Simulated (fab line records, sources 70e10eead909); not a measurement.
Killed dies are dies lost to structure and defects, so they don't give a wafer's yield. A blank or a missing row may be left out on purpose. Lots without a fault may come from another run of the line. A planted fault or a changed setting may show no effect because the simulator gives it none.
One fault seen from 3 desks | flow nand_harc | each desk has only its own numbers; what lay behind them comes last

THE TOOL OWNER'S DESK: pvd_sputter-02
The tool's own readings at NHARC_P_M1_PVD_21 (deposits Cu, target thk 30 nm, time 20.49 s): means of the sampled wafers that have a number, for each lot that ran on this tool. A lot is out of limits, marked OUT, if its mean lies more than 4 standard deviations from the usual mean; the brackets give that distance.
Columns: A = cathode_dc_power_W at NHARC_P_M1_PVD_21, usual 5000.1 W; B = throttle_valve_pct at NHARC_P_M1_PVD_21, usual 30.0 %
lot  | first seen here | A      | B
L541 | day 8 23:57     | 5000.2 | 29.8
L547 | day 11 10:22    | 5000.8 | 31.2
L548 | day 11 19:13    | 4999.5 | 30.9
This desk's finding: nothing out of limits on any of the 3 lots.

THE METROLOGY DESK
What the gauges read, lot by lot, whatever tool the lot ran on: means of the sampled wafers that have a number. A lot is out of limits, marked OUT, if its mean lies more than 4 standard deviations from the usual mean; the brackets give that distance.
Columns: A = overlay_x_nm at NHARC_P_M1_OVL_MEAS_10, usual 0.2 nm; B = overlay_y_nm at NHARC_P_M1_OVL_MEAS_10, usual -0.2 nm; C = cd_nm at NHARC_P_M1_CD_MEAS_16, usual 130.0 nm; D = cd_nm at NHARC_P_M2_CD_MEAS_09, usual 170.2 nm; E = overlay_x_nm at NHARC_P_M2_OVL_MEAS_10, usual 0.2 nm; F = overlay_y_nm at NHARC_P_M2_OVL_MEAS_10, usual 0.1 nm; G = cd_nm at NHARC_P_M2_CD_MEAS_16, usual 170.1 nm
lot  | first seen here | A    | B    | C     | D     | E    | F    | G
L538 | day 7 12:08     | 0.7  | -1.4 | 130.2 | 170.4 | 1.2  | -0.2 | 170.5
L541 | day 8 22:36     | 0.6  | -0.2 | 130.2 | 169.9 | 0.3  | 1.2  | 170.3
L545 | day 10 17:53    | 0.1  | -1.0 | 129.7 | 171.2 | 0.7  | -1.3 | 170.2
L547 | day 11 08:56    | -0.3 | 0.7  | 130.3 | 170.1 | 0.2  | -0.4 | 170.1
L548 | day 11 17:42    | -0.8 | 0.2  | 130.5 | 170.4 | 2.0  | 0.3  | 170.0
L556 | day 15 02:25    | -0.1 | 0.1  | 130.2 | 169.8 | -0.4 | 0.8  | 169.7
This desk's finding: nothing out of limits on any of the 6 lots.

THE DEFECT DESK
What the inspections along the route counted, lot by lot: means of the sampled wafers that have a number. A lot is out of limits, marked OUT, if its mean lies more than 4 standard deviations from the usual mean; the brackets give that distance.
Columns: A = raw_defect_count at NHARC_P_M1_INSPECT_11, usual 4.5
lot  | first seen here | A
L538 | day 7 12:10     | 3.3
L541 | day 8 22:38     | 3.0
L545 | day 10 17:56    | 1.7
L547 | day 11 08:58    | 3.7
L548 | day 11 17:44    | 8.3
L556 | day 15 02:27    | 6.0
This desk's finding: nothing out of limits on any of the 6 lots.

PUT TOGETHER
The tool owner's desk saw nothing out of limits.
The metrology desk saw nothing out of limits.
The defect desk saw nothing out of limits.

WHAT THE SIMULATOR HAD PUT IN
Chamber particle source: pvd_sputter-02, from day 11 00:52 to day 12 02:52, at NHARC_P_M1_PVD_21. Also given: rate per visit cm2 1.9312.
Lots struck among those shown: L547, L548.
